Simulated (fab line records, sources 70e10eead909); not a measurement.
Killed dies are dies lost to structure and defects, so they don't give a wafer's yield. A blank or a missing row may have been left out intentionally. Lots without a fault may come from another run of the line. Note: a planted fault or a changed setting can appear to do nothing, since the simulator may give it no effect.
Chamber matching	flow nand harc	rie diel-08 running NHARC_P_BONDPAD_STRIP_15: 3 sister chambers
The step strips in O2. 3 wafers are shown with their chamber, then 5 later ones without.

== WAFERS, EACH WITH ITS CHAMBER ==
wafer	chamber	drypump motor current A (A)
L425.3	3	5.0
L429.2	1	6.0
L429.3	0	5.7

== WAFERS WITHOUT THEIR CHAMBER ==
wafer	drypump motor current A (A)
L429.4	5.0
L430.4	5.6
L431.1	5.0
L431.4	5.6
L432.4	5.0

== THE CHAMBER EACH PASSED THROUGH ==
wafer	from the rows above	in truth
L429.4	3	3
L430.4	0	0
L431.1	3	3
L431.4	0	0
L432.4	3	3
Correct placement for 5 of the 5. Left unplaced by these rows: 0. Number placed wrongly: 0.
How it was worked out, from the rows above alone: a wafer's distance from a chamber is the root of the sum, over the readings, of the square of ((its reading less the chamber's mean) divided by the reading's scatter). If the next closest chamber is less than 2 further off than the closest, the wafer can't be placed; otherwise it belongs to the closest. Each chamber's mean is taken over the wafers shown for it. The scatter: with one shown wafer a chamber, the root of the mean of the squares of how far each hidden wafer lies from its nearest shown one.
